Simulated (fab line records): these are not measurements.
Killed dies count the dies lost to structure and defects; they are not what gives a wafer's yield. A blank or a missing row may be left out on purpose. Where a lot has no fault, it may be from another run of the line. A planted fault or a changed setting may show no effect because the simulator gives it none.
Matching of chambers + flow nand-harc + NHARC_A_BONDPAD_DEP_00 on pecvd-01 has 3 sister chambers
The step deposits SiCN, target thk 250 nm. 6 wafers are shown with their chamber, then 7 later ones without.

WAFERS PAIRED WITH THEIR CHAMBERS
| wafer  | chamber | heater-power-w (W) | chamber-pressure-Torr (Torr) |
|--------|---------|--------------------|------------------------------|
| L506.5 | 1       | 599                | 3.000                        |
| L509.1 | 0       | 597                | 2.999                        |
| L509.2 | 2       | 671                | 3.002                        |
| L509.6 | 0       | 612                | 3.006                        |
| L508.1 | 1       | 560                | 2.995                        |
| L508.2 | 2       | 679                | 3.002                        |

WAFERS MISSING THEIR CHAMBER
| wafer  | heater-power-w (W) | chamber-pressure-Torr (Torr) |
|--------|--------------------|------------------------------|
| L508.5 | 605                | 3.007                        |
| L524.3 | 655                | 2.995                        |
| L524.4 | 729                | 3.004                        |
| L524.6 | 656                | 2.996                        |
| L521.1 | 680                | 2.991                        |
| L521.2 | 736                | 2.999                        |
| L521.4 | 647                | 2.988                        |

THE CHAMBER EACH PASSED THROUGH
| wafer  | from the rows above          | in truth                   |
|--------|------------------------------|----------------------------|
| L508.5 | can't be placed: 0 or 1      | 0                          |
| L524.3 | can't be placed: 2 or 0      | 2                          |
| L524.4 | 2                            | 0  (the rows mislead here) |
| L524.6 | can't be placed: 2 or 0      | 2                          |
| L521.1 | 2                            | 2                          |
| L521.2 | 2                            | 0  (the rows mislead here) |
| L521.4 | can't be placed: 2 or 1 or 0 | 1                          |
1 of 7 placed correctly. These rows do not allow placing 4 (true chamber among the candidates in 4). Number placed wrongly: 2.
How it was worked out, from the rows above alone: a wafer's distance from a chamber is the root of the sum, over the readings, of the square of ((its reading less the chamber's mean) divided by the reading's scatter). The wafer belongs to the nearest chamber; if the next one is less than 2 further off, it can't be placed. For every chamber, the mean is computed from those of its wafers that are shown. The scatter is the square root of a quotient: the sum, over the shown wafers, of each reading's squared deviation from its chamber's mean, divided by wafers minus chambers.
